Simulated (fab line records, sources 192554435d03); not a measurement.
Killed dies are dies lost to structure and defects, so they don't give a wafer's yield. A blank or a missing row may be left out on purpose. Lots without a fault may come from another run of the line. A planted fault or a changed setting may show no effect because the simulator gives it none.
Chamber matching | flow n5_finfet | N5_BEOL_M6_CURE_74 on uv_cure-01: 3 sister chambers
The step cures SiCOH lowk, time 240 s. 3 wafers are shown with their chamber, then 8 later ones without.

WAFERS WITH THEIR CHAMBER
wafer  | chamber | lamp_power_pct (%)
L076.4 | 2       | 52.21
L085.5 | 0       | 52.33
L089.3 | 1       | 52.30

WAFERS WITHOUT THEIR CHAMBER
wafer  | lamp_power_pct (%)
L089.5 | 52.33
L089.6 | 52.30
L094.1 | 52.35
L094.2 | 52.36
L094.4 | 52.31
L095.2 | 52.30
L095.3 | 52.34
L095.4 | 52.33

WHICH CHAMBER EACH WENT THROUGH
wafer  | from the rows above     | in truth
L089.5 | 0                       | 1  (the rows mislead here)
L089.6 | 1                       | 1
L094.1 | 0                       | 0
L094.2 | 0                       | 0
L094.4 | can't be placed: 1 or 0 | 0
L095.2 | 1                       | 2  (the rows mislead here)
L095.3 | 0                       | 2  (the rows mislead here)
L095.4 | 0                       | 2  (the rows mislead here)
Placed correctly: 3 of 8. Can't be placed from these rows: 1 (the true chamber is among the candidates in 1). Placed wrongly: 4.
How it was worked out, from the rows above alone: a wafer's distance from a chamber is the root of the sum, over the readings, of the square of ((its reading less the chamber's mean) divided by the reading's scatter). The wafer belongs to the nearest chamber; if the next one is less than 2 further off, it can't be placed. A chamber's mean is the mean of its shown wafers. The scatter: with one shown wafer a chamber, the root of the mean of the squares of how far each hidden wafer lies from its nearest shown one.
